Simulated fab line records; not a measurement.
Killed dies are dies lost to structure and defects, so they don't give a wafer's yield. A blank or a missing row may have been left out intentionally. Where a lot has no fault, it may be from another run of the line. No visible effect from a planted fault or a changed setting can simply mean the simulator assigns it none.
Split-lot trial | flow n5-finfet | 21 wafers read from 7 lots, route of 1938 steps

== ON THE SPLIT ==
At N5_BEOL_M8_DESCUM_33 (chemistry O2, time 7 s), the setting time-s was moved away from the recipe's 7 s on 4 of the 21 wafers read, by -14.9% to -12.6%. All remaining wafers had this setting at the recipe value.

The reading comes from the split's own step.

== THE READING ==
CAR-EUV_of_BEOL_M8_COAT_22.thk-nm (the simulator's own value, which no gauge read), in nm, at N5_BEOL_M8_DESCUM_33 (chemistry O2, time 7 s). The file does not state a usual value for it. Here, 17 wafers ran the recipe; their average is 26.1 nm with a standard deviation of 0.098 nm.

wafer  | tool, chamber at the split | time-s as run, s | against the recipe | CAR-EUV_of_BEOL_M8_COAT_22.thk-nm, nm | against lot-mates on the recipe
L075.1 | rie-diel-02, 2,1           | 7                | recipe             | 26                                    | -
L075.4 | rie-diel-02, 2,1           | 7                | recipe             | 26                                    | -
L075.3 | rie-diel-02, 0             | 7                | recipe             | 26.2                                  | -
L079.1 | rie-diel-04, 0,2,1         | 7                | recipe             | 26                                    | -
L079.2 | rie-diel-04, 0,2,1         | 7                | recipe             | 26                                    | -
L079.5 | rie-diel-04, 0,2,1         | 7                | recipe             | 26                                    | -
L082.1 | rie-diel-03, 3,0           | 5.959            | -14.9%             | 26.6                                  | +0.6
L082.5 | rie-diel-03, 3,0           | 5.959            | -14.9%             | 26.6                                  | +0.6
L082.3 | rie-diel-03, 1             | 7                | recipe             | 26                                    | -
L083.1 | rie-diel-02, 3             | 7                | recipe             | 26                                    | -
L083.2 | rie-diel-02, 0,2           | 7                | recipe             | 26.2                                  | -
L083.4 | rie-diel-02, 0,2           | 7                | recipe             | 26.2                                  | -
L087.1 | rie-diel-04, 1,2,3         | 7                | recipe             | 26.2                                  | -
L087.4 | rie-diel-04, 1,2,3         | 7                | recipe             | 26.2                                  | -
L087.6 | rie-diel-04, 1,2,3         | 7                | recipe             | 26.2                                  | -
L096.1 | rie-diel-04, 0             | 6.12             | -12.6%             | 26.4                                  | +0.4
L096.5 | rie-diel-04, 0             | 6.12             | -12.6%             | 26.4                                  | +0.4
L096.6 | rie-diel-04, 1             | 7                | recipe             | 26                                    | -
L097.1 | rie-diel-04, 2             | 7                | recipe             | 26                                    | -
L097.6 | rie-diel-04, 2             | 7                | recipe             | 26                                    | -
L097.5 | rie-diel-04, 3             | 7                | recipe             | 26.2                                  | -
If several chambers appear in one row, that row covers several wafers at once and the file leaves open which wafer was in which chamber.

THE FIT
A straight line over all 21 wafers: CAR-EUV_of_BEOL_M8_COAT_22.thk-nm changes by -0.0309 nm for each +1% of time-s; r = -0.87; the points scatter about the line by 0.098 nm.
The same after taking each lot's own level away (the mean of its wafers on the recipe; 21 wafers): -0.0369 nm for each +1%; r = -0.95; scatter 0.07 nm.
That fit puts the effect of the largest move of time-s on the reading at 0.55 nm.
The lots' own levels span 26.00 to 26.20 nm, that is 2.0 times the standard deviation above.
Thus the slope moves with the lot-to-lot level: the two fits are different.
Check: for one of the wafers moved furthest among these (-14.9%), held out of the fit, the line's prediction against its lot-mates is +0.525 nm. It came out at +0.6 nm against them.

== OTHER SPLITS ON THESE WAFERS ==
Before the reading, these wafers also passed through other splits. Each is held against what the fit with the lots' levels taken away leaves over:
other split on the same wafers     | wafers away from the commonest value | r with CAR-EUV_of_BEOL_M8_COAT_22.thk-nm (lot level and that fit taken away)
N5_BEOL_M6_ALD_77 ald-cycles       | 5                                    | -0.10
N5_BEOL_M7_TRENCH_ETCH_37 source-w | 11                                   | -0.27
N5_BEOL_M7_ETCH_41 source-w        | 6                                    | +0.00

== FILE'S OWN FIT ==
CAR-EUV_of_BEOL_M8_COAT_22.thk-nm changes by -0.0368 nm for each +1% of time-s, r = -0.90.
